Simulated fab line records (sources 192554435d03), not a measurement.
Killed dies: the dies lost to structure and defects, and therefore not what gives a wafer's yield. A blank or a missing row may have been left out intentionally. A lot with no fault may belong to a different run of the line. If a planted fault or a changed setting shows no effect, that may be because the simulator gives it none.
fab line records	flow n5_finfet
record lots=9	wafers=25	last_day=18
route steps=1938 shown MOL_CONTACT_COAG@537 BEOL_M4@1111 PASSIVATION@1936
lots untouched by any fault: they come from a run of this same line in which no faults occurred
start_h: hours from the record's first day to the start of the lot's first wafer shown	wait_h: hours from the lot's prior step to this one	" repeats the value in the row above	L1.1+2: a single row standing in for several wafers	- no value present, or no start provided	* or withheld: withheld	< > ~ a bound
route shown NAME@n: NAME is a module with steps in the file, n the number in the route of the first one	usual: average and standard deviation across the fault-free wafers	same: alike in all rows	chamber/n: place in a boat	sites: per-site readings	_std_site: standard deviation of those values	_edge_site: outer sites' mean less inner sites'	radius_mm: how far each site lies from the wafer's centre	mask NAME#n: copy n	behind: the tool/chamber that last shaped the wafer	hold: why the lot was held/for how many hours/how that ended	device: the transistor (n, p or np) that didn't switch	end of line: at the end of the route, the tests of the same wafers	a step given without rows: its recipe and nothing more	killed: not the wafer's yield, but the dies lost to structure and defects at the first sort	map: a wafer's dies, x killed, . not, _ none there
set.NAME: the setting the step ran with; set.NAME@STEP: the setting that earlier step ran with	model.NAME: the simulator's own value behind a step, which no gauge read
a sample of lots followed through the steps of the route, with each step as a table and each wafer as a row
services: the hour from which a tool's chamber was out of use, counted from the record's first day as start_h (under 0 if before that day), plus the number of hours and why
## steps
# step N5_MOL_CONTACT_COAG_ETCH_15
# recipe chemistry=CH3F/O2	target=SiNx	target_depth_a=70	mask_material=SOC	stop_on=Si:P	over_etch_frac=0.75	ion_energy_ev=120	pressure_mtorr=30	source_w=395	bias_w=73	Ar_flow_sccm=150	CH3F_flow_sccm=30	O2_flow_sccm=20
# usual chamber_pressure_mTorr=30.001/0.027	drypump_motor_current_A=5.6/0.41	oes_ar_750_au=0.80/0.09	oes_product_au=0.58/0.066	rf_vpp_V=296.4/2.3	showerhead_plenum_p_Torr=2.01/0.07	throttle_valve_pct=16.37/0.28
lot.wafer	tool	chamber	start_h	wait_h	chamber_pressure_mTorr	drypump_motor_current_A	oes_ar_750_au	oes_product_au	rf_hours_counter_h	rf_vpp_V	showerhead_plenum_p_Torr	throttle_valve_pct
L326.3	rie_diel-05	1	128.43	0.0	30.032	6.1	0.99	0.72	0	296.2	2.04	15.91
L326.5	"	0	"	"	29.935	5.5	0.89	0.66	-	295.1	1.96	16.02
L326.6	"	3	"	"	29.982	5.0	0.92	0.68	-	301.3	2.13	16.13
L327.2	rie_diel-05	0	133.58	0.0	30.003	5.5	0.89	0.65	23	295.6	1.96	16.02
L335.1	rie_diel-05	0	179.64	0.0	29.978	5.5	0.87	0.64	38	296.5	1.95	16.02
L335.5	"	1	"	"	30.020	6.1	0.92	0.68	-	297.2	2.04	15.96
L335.6	"	0	"	"	30.039	5.5	0.86	0.64	-	295.7	1.95	16.04
L337.2	rie_diel-06	0	192.88	0.0	29.999	4.8	0.85	0.62	65	297.6	2.11	16.46
L337.5	"	3	"	"	30.017	5.7	0.69	0.50	-	299.8	2.06	16.80
L337.6	"	2	"	"	30.008	5.8	0.71	0.52	-	294.9	1.98	16.57
L338.1	rie_diel-01	1	197.98	0.0	30.015	5.6	0.69	0.50	232	296.4	1.98	16.53
L338.2	"	0	"	"	30.075	6.2	0.70	0.51	233	293.3	1.98	16.78
L338.4	"	3	"	"	30.053	5.3	0.79	0.59	104	297.4	1.93	16.00
L340.1	rie_diel-01	3	207.18	0.0	29.990	5.4	0.80	0.58	106	298.9	1.93	15.97
L340.5	"	0	"	"	30.016	6.2	0.70	0.51	-	293.3	1.98	16.81
L340.6	"	1	"	"	29.981	5.7	0.69	0.50	-	294.7	1.98	16.53
L341.3	rie_diel-05	0	214.65	0.0	30.023	5.5	0.85	0.62	49	295.6	1.95	16.06
L341.4	"	1	"	"	29.956	6.1	0.90	0.64	30	295.7	2.03	15.98
L341.6	"	0	"	"	29.969	5.5	0.85	0.62	-	295.8	1.95	16.08
L342.1	rie_diel-01	0	229.29	0.0	29.971	6.2	0.70	0.51	243	293.1	1.98	16.81
L342.4	"	2	"	"	29.977	5.3	0.77	0.56	132	295.6	1.92	16.13
L342.5	"	3	"	"	29.994	5.3	0.79	0.58	-	297.3	1.93	16.01
L343.1	rie_diel-06	2	231.92	0.0	29.987	5.9	0.70	0.51	231	293.6	1.97	16.60
L343.3	"	0	"	"	30.043	4.8	0.83	0.60	80	298.5	2.11	16.47
L343.5	"	1	"	"	30.005	6.3	0.85	0.62	-	295.7	2.12	16.43
# step N5_MOL_CONTACT_COAG_TI_SIL_19
# recipe material=Ti	target_thk_a=42	temp_c=200	chamber_pressure_pa=5	power_w=5000	time_s=15
# usual susceptor_temp_C=200.00/0.14	throttle_valve_pct=29.8/0.81
lot.wafer	tool	chamber	start_h	wait_h	susceptor_temp_C	throttle_valve_pct
L326.3	pvd_sputter-03	-	130.14	0.1	200.01	30.6
L326.5	"	-	"	"	199.78	30.3
L326.6	"	-	"	"	200.09	28.9
L327.2	pvd_sputter-03	-	134.32	0.2	200.23	29.4
L335.1	pvd_sputter-02	-	180.74	0.3	199.94	28.6
L335.5	"	-	"	"	199.69	30.3
L335.6	"	-	"	"	199.75	31.3
L337.2	pvd_sputter-01	-	195.38	0.3	200.09	29.9
L337.5	"	-	"	"	199.78	30.2
L337.6	"	-	"	"	199.99	29.3
L338.1	pvd_sputter-03	-	199.28	0.2	200.21	29.4
L338.2	"	-	"	"	200.09	28.9
L338.4	"	-	"	"	200.17	30.5
L340.1	pvd_sputter-02	-	208.85	0.3	200.03	29.2
L340.5	"	-	"	"	200.01	28.6
L340.6	"	-	"	"	199.97	29.4
L341.3	pvd_sputter-03	-	216.90	0.1	199.97	30.6
L341.4	"	-	"	"	200.32	29.6
L341.6	"	-	"	"	200.06	29.5
L342.1	pvd_sputter-03	-	230.09	0.3	199.69	29.7
L342.4	"	-	"	"	199.90	30.3
L342.5	"	-	"	"	200.14	29.0
L343.1	pvd_sputter-03	-	236.07	0.3	200.01	29.7
L343.3	"	-	"	"	199.88	28.8
L343.5	"	-	"	"	200.18	29.6
# step N5_MOL_CONTACT_COAG_PRE_CLEAN_141
# recipe gas=H2/He	time_s=60	temp_c=300
# usual heater_power_w=480/43	susceptor_temp_C=300.00/0.19
lot.wafer	tool	chamber	start_h	wait_h	heater_power_w	susceptor_temp_C
L326.3	pvd_sputter-01	-	130.97	0.2	506	299.53
L326.5	"	-	"	"	457	300.05
L326.6	"	-	"	"	473	299.85
L327.2	pvd_sputter-03	-	135.60	0.6	467	300.08
L335.1	pvd_sputter-03	-	181.94	0.2	422	300.01
L335.5	"	-	"	"	475	299.86
L335.6	"	-	"	"	417	300.17
L337.2	pvd_sputter-01	-	196.13	0.2	478	300.06
L337.5	"	-	"	"	507	300.08
L337.6	"	-	"	"	459	299.74
L338.1	pvd_sputter-02	-	200.65	0.5	581	299.90
L338.2	"	-	"	"	480	299.81
L338.4	"	-	"	"	455	300.01
L340.1	pvd_sputter-02	-	210.47	0.7	511	300.04
L340.5	"	-	"	"	572	299.68
L340.6	"	-	"	"	512	300.02
L341.3	pvd_sputter-03	-	219.41	1.8	431	300.28
L341.4	"	-	"	"	480	300.11
L341.6	"	-	"	"	418	299.79
L342.1	pvd_sputter-02	-	231.02	0.2	461	300.12
L342.4	"	-	"	"	604	299.75
L342.5	"	-	"	"	465	299.97
L343.1	pvd_sputter-02	-	239.19	2.4	453	299.90
L343.3	"	-	"	"	576	299.84
L343.5	"	-	"	"	443	299.68
# step N5_MOL_CONTACT_COAG_ALD_27
# recipe material=SiOC	target_thk_a=170	temp_c=400	ald_precursor_family=carbosiloxane	ald_co_reactant=H2-plasma	pulse_time_s=1.5	time_s=2720	purge_time_s=2	co_reactant_purge_time_s=2	ald_cycles=340	pressure_torr=2
# usual ald_cycles=340/0	heater_power_w=875/66	precursor_pulse_height_rel=1.000/0.019	run_length_s=2769.8/0.65	susceptor_temp_C=399.97/0.22	time_s=2720/0
# same pulse_time_s=1.5
lot.wafer	tool	chamber	start_h	wait_h	ald_cycles	heater_power_w	precursor_pulse_height_rel	run_length_s	susceptor_temp_C	time_s
L326.3	ald_sin-04	0	134.52	0.0	340	943	1.012	2770.7	399.83	2720
L326.5	"	3	"	"	340	911	0.987	2769.0	400.05	2720
L326.6	"	2	"	"	360	864	1.000	2929.9	400.47	2880
L327.2	ald_sin-04	3	140.87	0.0	340	934	1.009	2769.0	400.37	2720
L335.1	ald_sin-01	0	187.78	2.4	340	810	1.003	2770.0	399.99	2720
L335.5	"	0	"	"	340	834	0.988	2769.8	399.88	2720
L335.6	"	1	"	"	340	939	1.007	2770.1	399.86	2720
L337.2	ald_sin-04	3	199.76	0.0	340	927	1.005	2769.2	399.94	2720
L337.5	"	0	"	"	340	917	0.997	2770.6	400.25	2720
L337.6	"	1	"	"	340	839	1.008	2769.7	399.95	2720
L338.1	ald_sin-04	0	204.94	0.0	340	907	0.994	2770.5	400.05	2720
L338.2	"	2	"	"	340	846	0.990	2770.0	400.15	2720
L338.4	"	3	"	"	340	921	0.986	2769.1	400.05	2720
L340.1	ald_sin-03	0	215.07	0.0	340	897	0.991	2770.3	400.04	2720
L340.5	"	0	"	"	340	919	0.959	2770.0	399.81	2720
L340.6	"	1	"	"	340	880	0.954	2770.1	399.99	2720
L341.3	ald_sin-01	2	222.36	0.0	340	872	1.003	2769.4	400.21	2720
L341.4	"	3	"	"	340	725	0.981	2768.9	399.87	2720
L341.6	"	3	"	"	340	722	1.001	2768.8	400.02	2720
L342.1	ald_sin-04	2	234.28	0.0	340	826	0.999	2769.7	399.71	2720
L342.4	"	0	"	"	340	890	0.995	2771.2	400.21	2720
L342.5	"	1	"	"	340	841	0.999	2769.2	399.61	2720
L343.1	ald_sin-04	2	243.31	1.4	340	827	0.983	2769.4	400.42	2720
L343.3	"	0	"	"	340	904	0.988	2770.8	399.87	2720
L343.5	"	3	"	"	340	930	1.019	2769.0	399.82	2720
# step N5_BEOL_M4_RC_MEAS_101
# usual DIBL_N=35.7/1.3	DIBL_P=35.4/1.8	IOFF_N=0.152/0.027	IOFF_P=0.20/0.034	ION_N=672/9.8	ION_P=461/7.5	SS_N=71.4/0.55	SS_P=73.1/0.61	VT_N=251/3.3	VT_P=-251/3.6
lot.wafer	tool	chamber	start_h	wait_h	DIBL_N[mV/V]	DIBL_P[mV/V]	IOFF_N[nA/um]	IOFF_P[nA/um]	ION_N[uA/um]	ION_P[uA/um]	SS_N[mV/dec]	SS_P[mV/dec]	VT_N[mV]	VT_P[mV]
L326.3	prober-02	0	200.58	0.3	35.7	36.7	0.162	0.23	680	468	71.3	72.6	247	-247
L326.5	"	0	"	"	35.7	36.7	0.163	0.23	678	467	71.4	72.1	247	-248
L326.6	"	0	"	"	35.1	36.3	0.152	0.22	678	467	71.0	73.0	249	-247
L327.2	prober-02	0	209.83	0.2	36.0	36.9	0.162	0.21	676	465	72.1	73.2	247	-251
L335.1	prober-01	0	256.09	0.0	35.6	34.7	0.137	0.17	675	451	71.7	73.1	254	-254
L335.5	"	0	"	"	35.8	35.1	0.145	0.18	665	456	71.5	73.2	253	-256
L335.6	"	0	"	"	37.4	37.0	0.172	0.21	670	454	71.8	73.4	250	-251
L337.2	prober-01	0	279.11	0.2	34.7	33.2	0.143	0.19	674	463	72.2	73.0	252	-249
L337.5	"	0	"	"	33.4	31.7	0.122	0.17	666	462	71.8	73.3	254	-251
L337.6	"	0	"	"	35.4	35.0	0.164	0.21	676	469	72.1	73.5	252	-249
L338.1	prober-02	0	280.66	0.0	39.0	38.9	0.201	0.28	685	474	71.8	74.3	246	-246
L338.2	"	0	"	"	38.2	37.8	0.196	0.27	691	479	72.4	74.4	248	-244
L338.4	"	0	"	"	37.7	37.7	0.175	0.26	677	472	71.4	74.6	248	-244
L340.1	prober-02	0	281.59	0.6	33.4	34.1	0.116	0.15	656	451	71.0	72.4	256	-258
L340.5	"	0	"	"	33.5	33.9	0.108	0.15	649	445	70.8	72.5	258	-256
L340.6	"	0	"	"	36.0	36.6	0.151	0.18	663	452	71.3	73.1	251	-257
L341.3	prober-02	0	286.21	0.3	35.3	35.0	0.137	0.18	679	464	70.7	72.9	254	-252
L341.4	"	0	"	"	37.8	38.1	0.182	0.22	689	468	71.5	73.6	249	-249
L341.6	"	0	"	"	35.5	35.2	0.137	0.18	678	466	71.0	73.5	250	-253
L342.1	prober-01	0	308.16	0.0	34.3	34.6	0.123	0.18	663	458	71.2	72.0	253	-252
L342.4	"	0	"	"	36.4	36.6	0.150	0.20	673	464	71.5	73.5	250	-250
L342.5	"	0	"	"	35.3	35.2	0.124	0.17	667	456	71.2	72.7	253	-251
L343.1	prober-02	0	318.48	0.0	34.8	33.5	0.121	0.19	674	459	70.5	73.0	254	-252
L343.3	"	0	"	"	33.8	32.4	0.104	0.17	653	457	70.8	72.3	259	-253
L343.5	"	0	"	"	35.4	34.7	0.132	0.20	668	467	71.3	73.0	252	-249
# step N5_PASSIVATION_PROBE_49
# usual defect_limited_yield=91.5/1.3	killed_at_M0_to_M3=33/11	killed_at_M4_up=14/5.3	killed_at_contacts=11/6.3	killed_at_front_end=38/10	killed_at_other=3.7/2.8	killed_dies=101/16	killed_on_rim=13/3.4	killed_open=67/12	killed_short=32/7.4	sort_bin_5_function=5.0/0.86	sort_bin_6_memory=3.2/0.69	sort_bin_8_speed=0.00/0.007	sort_n_pass=1079/16	sort_yield_pct=91.5/1.3
# same gross_dies=1180	killed_at_back_side=0	sort_bin_4_leakage[%]=0
lot.wafer	tool	chamber	start_h	wait_h	defect_limited_yield[%]	killed_at_M0_to_M3	killed_at_M4_up	killed_at_contacts	killed_at_front_end	killed_at_other	killed_dies	killed_on_rim	killed_open	killed_short	sort_bin_5_function[%]	sort_bin_6_memory[%]	sort_bin_8_speed[%]	sort_n_pass	sort_yield_pct[%]
L326.3	prober-02	-	304.89	0.1	93.6	20	17	16	20	3	76	8	46	29	2.8	3.1	0	1104	93.6
L326.5	prober-02	-	304.99	0.2	90.9	26	16	22	41	2	107	11	82	24	5.2	3.5	0	1073	90.9
L326.6	prober-02	-	305.04	0.3	93.0	21	12	15	34	1	83	15	54	26	4.1	2.8	0	1097	93.0
L327.2	prober-02	-	306.20	0.1	89.7	37	22	9	49	4	121	18	89	32	5.7	4.4	0	1059	89.7
L335.1	prober-01	-	356.41	0.0	92.0	23	28	14	26	3	94	13	66	27	5.1	2.5	0	1086	92.0
L335.5	prober-01	-	356.61	0.2	93.3	28	10	6	31	4	79	9	60	18	4.1	2.5	0	1101	93.3
L335.6	prober-01	-	356.66	0.3	90.8	22	17	5	56	8	108	16	73	34	5.5	3.6	0	1072	90.8
L337.2	prober-02	-	381.80	0.1	91.7	37	9	3	39	10	98	10	55	42	4.8	2.8	0	1082	91.7
L337.5	prober-02	-	381.95	0.2	90.6	38	13	10	43	7	111	15	66	41	5.2	3.7	0	1069	90.6
L337.6	prober-02	-	382.00	0.3	90.5	25	16	22	46	3	112	16	73	37	5.8	3.4	0	1068	90.5
L340.1	prober-01	-	386.30	0.0	92.4	32	12	15	29	2	90	12	61	29	4.7	2.6	0	1090	92.4
L340.5	prober-01	-	386.50	0.2	90.5	32	19	9	48	4	112	12	72	40	5.3	3.9	0.08	1067	90.4
L340.6	prober-01	-	386.55	0.3	90.1	51	17	13	31	5	117	15	86	28	4.9	4.6	0	1063	90.1
L338.1	prober-02	-	387.24	0.0	90.4	47	18	9	37	2	113	18	88	24	5.8	3.3	0	1067	90.4
L338.2	prober-02	-	387.29	0.1	91.7	34	21	3	38	2	98	9	62	35	4.7	3.1	0	1082	91.7
L338.4	prober-02	-	387.39	0.2	91.5	42	26	2	25	5	100	11	67	30	5.1	3.1	0	1080	91.5
L341.3	prober-02	-	390.14	0.1	90.4	58	19	14	20	2	113	16	77	32	5.6	3.6	0	1067	90.4
L341.4	prober-02	-	390.19	0.2	91.1	41	13	10	39	2	105	15	72	31	5.3	3.4	0	1075	91.1
L341.6	prober-02	-	390.29	0.3	89.0	57	20	17	30	6	130	16	91	37	7.7	3.2	0	1050	89.0
L342.1	prober-01	-	408.42	0.0	89.7	37	17	7	57	3	121	13	97	24	5.5	4.6	0	1059	89.7
L342.4	prober-01	-	408.57	0.2	91.6	29	13	9	44	4	99	11	66	31	5.0	3.2	0	1081	91.6
L342.5	prober-01	-	408.62	0.2	92.3	15	13	13	45	5	91	9	53	36	3.9	3.1	0	1089	92.3
L343.1	prober-02	-	422.11	0.0	91.4	32	10	15	42	2	101	21	69	30	4.8	3.4	0	1079	91.4
L343.3	prober-02	-	422.21	0.1	91.3	28	6	12	54	3	103	14	68	35	5.2	3.2	0	1077	91.3
L343.5	prober-02	-	422.31	0.2	90.9	51	8	10	27	11	107	12	66	39	5.3	3.0	0	1073	90.9
# killed by level:class
L326.3 MOL_CONTACT_COAG:geometric_particle:open=12 BEOL_M0_SAQP:geometric_particle:open=6 BEOL_M7:geometric_particle:open=6 GATE_CUT:geometric_particle:short=4 MOL_CONTACT_COAG:geometric_particle:short=4 BEOL_M0_SAQP:geometric_particle:short=4 BEOL_M1:geometric_particle:open=4 BEOL_M4:geometric_particle:open=4
L326.5 MOL_CONTACT_COAG:geometric_particle:open=19 STI_FIN_REVEAL:geometric_particle:open=11 BEOL_M3:geometric_particle:open=10 BEOL_M4:geometric_particle:open=8 FIN_SAQP:geometric_particle:open=7 GATE_CUT:geometric_particle:short=6 FIN_SAQP:geometric_particle:short=4 BEOL_M1:geometric_particle:open=4
L326.6 MOL_CONTACT_COAG:geometric_particle:open=11 FIN_SAQP:geometric_particle:short=9 FIN_SAQP:geometric_particle:open=8 BEOL_M0_SAQP:geometric_particle:open=6 BEOL_M3:geometric_particle:open=5 STI_FIN_REVEAL:geometric_particle:open=4 MOL_CONTACT_COAG:geometric_particle:short=4 BEOL_M4:geometric_particle:open=4
L327.2 FIN_SAQP:geometric_particle:open=15 BEOL_M4:geometric_particle:open=13 BEOL_M2:geometric_particle:open=11 BEOL_M0_SAQP:geometric_particle:open=10 FIN_SAQP:geometric_particle:short=7 STI_FIN_REVEAL:geometric_particle:open=7 MOL_CONTACT_COAG:geometric_particle:open=7 BEOL_M1:geometric_particle:open=5
L335.1 BEOL_M4:geometric_particle:open=12 MOL_CONTACT_COAG:geometric_particle:open=11 FIN_SAQP:geometric_particle:short=6 BEOL_M4:geometric_particle:short=6 FIN_SAQP:geometric_particle:open=5 BEOL_M0_SAQP:geometric_particle:open=5 BEOL_M0_SAQP:geometric_particle:short=5 BEOL_M5:geometric_particle:open=5
L335.5 STI_FIN_REVEAL:geometric_particle:open=9 BEOL_M2:geometric_particle:open=9 BEOL_M3:geometric_particle:open=7 MOL_CONTACT_COAG:geometric_particle:open=6 FIN_SAQP:geometric_particle:open=5 BEOL_M0_SAQP:geometric_particle:short=4 BEOL_M0_SAQP:geometric_particle:open=4 FIN_SAQP:geometric_particle:short=3
L335.6 FIN_SAQP:geometric_particle:open=14 STI_FIN_REVEAL:geometric_particle:open=11 FIN_SAQP:geometric_particle:short=8 BEOL_M3:geometric_particle:open=8 BEOL_M4:geometric_particle:open=6 MOL_CONTACT_COAG:geometric_particle:open=5 BEOL_M4:geometric_particle:short=5 MIM_TOP:geometric_particle:short=5
L337.2 BEOL_M0_SAQP:geometric_particle:short=8 BEOL_M1:geometric_particle:open=7 FIN_SAQP:geometric_particle:short=6 BEOL_M1:geometric_particle:short=6 FIN_SAQP:geometric_particle:open=5 BEOL_M0_SAQP:geometric_particle:open=5 BEOL_M3:geometric_particle:open=5 MIM_BOT:geometric_particle:short=5
L337.5 BEOL_M3:geometric_particle:open=16 STI_FIN_REVEAL:geometric_particle:open=9 FIN_SAQP:geometric_particle:open=8 BEOL_M4:geometric_particle:open=7 GATE_CUT:geometric_particle:short=6 MIM_TOP:geometric_particle:short=6 FIN_SAQP:geometric_particle:short=5 MOL_CONTACT_COAG:geometric_particle:open=5
L337.6 MOL_CONTACT_COAG:geometric_particle:open=19 FIN_SAQP:geometric_particle:short=10 STI_FIN_REVEAL:geometric_particle:open=7 FIN_SAQP:geometric_particle:open=6 GATE_CUT:geometric_particle:short=6 BEOL_M4:geometric_particle:open=6 BEOL_M1:geometric_particle:open=5 BEOL_M2:geometric_particle:open=5
L340.1 MOL_CONTACT_COAG:geometric_particle:open=11 BEOL_M1:geometric_particle:open=11 FIN_SAQP:geometric_particle:open=7 FIN_SAQP:geometric_particle:short=7 BEOL_M2:geometric_particle:short=6 BEOL_M4:geometric_particle:open=6 BEOL_M0_SAQP:geometric_particle:short=5 MOL_CONTACT_COAG:geometric_particle:short=4
L340.5 FIN_SAQP:geometric_particle:open=12 FIN_SAQP:geometric_particle:short=11 BEOL_M0_SAQP:geometric_particle:short=11 STI_FIN_REVEAL:geometric_particle:open=10 BEOL_M4:geometric_particle:open=10 BEOL_M2:geometric_particle:open=8 MOL_CONTACT_COAG:geometric_particle:open=7 BEOL_M0_SAQP:geometric_particle:open=5
L340.6 MOL_CONTACT_COAG:geometric_particle:open=13 BEOL_M3:geometric_particle:open=12 BEOL_M0_SAQP:geometric_particle:short=9 DUMMY_GATE:geometric_particle:open=8 BEOL_M2:geometric_particle:open=8 BEOL_M4:geometric_particle:open=8 BEOL_M0_SAQP:geometric_particle:open=6 BEOL_M1:geometric_particle:open=6
L338.1 BEOL_M2:geometric_particle:open=16 STI_FIN_REVEAL:geometric_particle:open=13 BEOL_M4:geometric_particle:open=9 BEOL_M3:geometric_particle:open=9 MOL_CONTACT_COAG:geometric_particle:open=8 DUMMY_GATE:geometric_particle:open=7 BEOL_M0_SAQP:geometric_particle:open=6 BEOL_M0:geometric_particle:open=6
L338.2 FIN_SAQP:geometric_particle:short=12 BEOL_M4:geometric_particle:open=9 STI_FIN_REVEAL:geometric_particle:open=8 BEOL_M1:geometric_particle:open=7 FIN_SAQP:geometric_particle:open=6 BEOL_M0_SAQP:geometric_particle:open=6 BEOL_M2:geometric_particle:open=6 BEOL_M0_SAQP:geometric_particle:short=5
L338.4 BEOL_M2:geometric_particle:open=11 BEOL_M5:geometric_particle:open=10 BEOL_M0_SAQP:geometric_particle:open=8 DUMMY_GATE:geometric_particle:open=7 BEOL_M1:geometric_particle:open=6 BEOL_M0_SAQP:geometric_particle:short=5 FIN_SAQP:geometric_particle:short=4 BEOL_M4:geometric_particle:open=4
L341.3 BEOL_M0_SAQP:geometric_particle:open=19 BEOL_M0_SAQP:geometric_particle:short=16 MOL_CONTACT_COAG:geometric_particle:open=12 BEOL_M4:geometric_particle:open=9 BEOL_M2:geometric_particle:open=8 BEOL_M1:geometric_particle:open=6 FIN_SAQP:geometric_particle:open=4 FIN_SAQP:geometric_particle:short=3
L341.4 BEOL_M1:geometric_particle:open=11 BEOL_M0_SAQP:geometric_particle:open=9 MOL_CONTACT_COAG:geometric_particle:open=8 FIN_SAQP:geometric_particle:short=7 BEOL_M3:geometric_particle:open=7 BEOL_M0_SAQP:geometric_particle:short=6 BEOL_M4:geometric_particle:open=6 STI_FIN_REVEAL:geometric_particle:open=5
L341.6 BEOL_M3:geometric_particle:open=13 BEOL_M0_SAQP:geometric_particle:open=13 MOL_CONTACT_COAG:geometric_particle:open=12 BEOL_M0_SAQP:geometric_particle:short=12 BEOL_M4:geometric_particle:open=12 FIN_SAQP:geometric_particle:short=8 BEOL_M1:geometric_particle:open=7 BEOL_M2:geometric_particle:open=7
L342.1 FIN_SAQP:geometric_particle:open=31 BEOL_M1:geometric_particle:open=11 BEOL_M4:geometric_particle:open=10 FIN_SAQP:geometric_particle:short=9 BEOL_M3:geometric_particle:open=7 STI_FIN_REVEAL:geometric_particle:open=7 MOL_CONTACT_COAG:geometric_particle:open=7 BEOL_M2:geometric_particle:open=7
L342.4 FIN_SAQP:geometric_particle:open=12 BEOL_M0_SAQP:geometric_particle:open=8 STI_FIN_REVEAL:geometric_particle:open=7 BEOL_M0_SAQP:geometric_particle:short=6 MOL_CONTACT_COAG:geometric_particle:open=5 BEOL_M2:geometric_particle:open=5 DUMMY_GATE:geometric_particle:open=4 STARTING-WAFER:geometric_particle:open=4
L342.5 DUMMY_GATE:geometric_particle:open=10 MOL_CONTACT_COAG:geometric_particle:open=7 BEOL_M2:geometric_particle:open=7 BEOL_M4:geometric_particle:short=6 MOL_CONTACT_COAG:geometric_particle:short=6 FIN_SAQP:geometric_particle:open=5 GATE_CUT:geometric_particle:short=5 STI_FIN_REVEAL:geometric_particle:open=4
L343.1 STI_FIN_REVEAL:geometric_particle:open=14 MOL_CONTACT_COAG:geometric_particle:open=11 BEOL_M1:geometric_particle:open=8 BEOL_M3:geometric_particle:open=8 STI_FIN_REVEAL:geometric_particle:short=5 BEOL_M2:geometric_particle:open=5 STARTING-WAFER:geometric_particle:short=5 FIN_SAQP:geometric_particle:open=4
L343.3 STI_FIN_REVEAL:geometric_particle:open=13 MOL_CONTACT_COAG:geometric_particle:open=10 FIN_SAQP:geometric_particle:short=8 BEOL_M1:geometric_particle:open=6 BEOL_M0_SAQP:geometric_particle:open=6 FIN_CUT:geometric_particle:open=5 FIN_SAQP:geometric_particle:open=4 BEOL_M4:geometric_particle:open=4
L343.5 BEOL_M3:geometric_particle:open=12 MOL_CONTACT_COAG:geometric_particle:open=10 BEOL_M0_SAQP:geometric_particle:short=10 BEOL_M2:geometric_particle:open=8 FIN_SAQP:geometric_particle:short=6 BEOL_M1:geometric_particle:open=5 BEOL_M4:geometric_particle:open=5 PASS1_CAP:geometric_particle:short=5
## services
tool	chamber	start_h	hours	kind
rie_diel-05	1	106.24	-	clean
rie_diel-05	1	106.24	-	consumable_replace:focus_ring
rie_diel-05	1	106.24	21.1	scheduled_down
rie_diel-05	1	106.24	21.1	vent_cycle
ald_sin-03	-	143.78	28.1	pm
rie_diel-06	0	149.96	9.6	repair
ald_sin-04	-	176.82	14.0	pm
ald_sin-04	0	176.82	14.0	vent_cycle
ald_sin-04	1	176.82	14.0	vent_cycle
ald_sin-04	2	176.82	14.0	vent_cycle
ald_sin-04	3	176.82	14.0	vent_cycle
rie_diel-06	-	186.01	2.8	pm
ald_sin-01	-	186.80	0.8	pm
ald_sin-03	-	187.19	2.6	repair
ald_sin-04	0	190.82	-	clean
ald_sin-04	1	190.82	-	clean
ald_sin-04	2	190.82	-	clean
ald_sin-04	3	190.82	-	clean
rie_diel-06	2	193.07	5.0	repair
ald_sin-01	0	196.32	3.0	repair
ald_sin-03	0	199.37	8.0	repair
rie_diel-06	3	217.63	-	clean
ald_sin-01	-	239.76	6.1	pm
ald_sin-03	1	244.08	2.7	repair
## key
first_sign step=N5_MOL_CONTACT_COAG_ALD_27	reading=ald_cycles	direction=up	sigmas=99+	usual=*	struck=*
effect step=N5_MOL_CONTACT_COAG_ALD_27	reading=time_s	direction=up	sigmas=99+	usual=*	struck=*
met_at N5_MOL_CONTACT_COAG_ALD_27
struck_lots L326
struck_wafers L326.6
not_acting_at N5_MOL_CONTACT_COAG_ETCH_15,N5_MOL_CONTACT_COAG_TI_SIL_19,N5_MOL_CONTACT_COAG_PRE_CLEAN_141
fault kind=process_parameter_drift	tool=ald_sin-04	chamber=2	onset_h=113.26	steps=N5_MOL_CONTACT_COAG_ALD_27	channel=ald_cycles	offset=*	shape=step	end_h=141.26	acts_in=*	stated=*
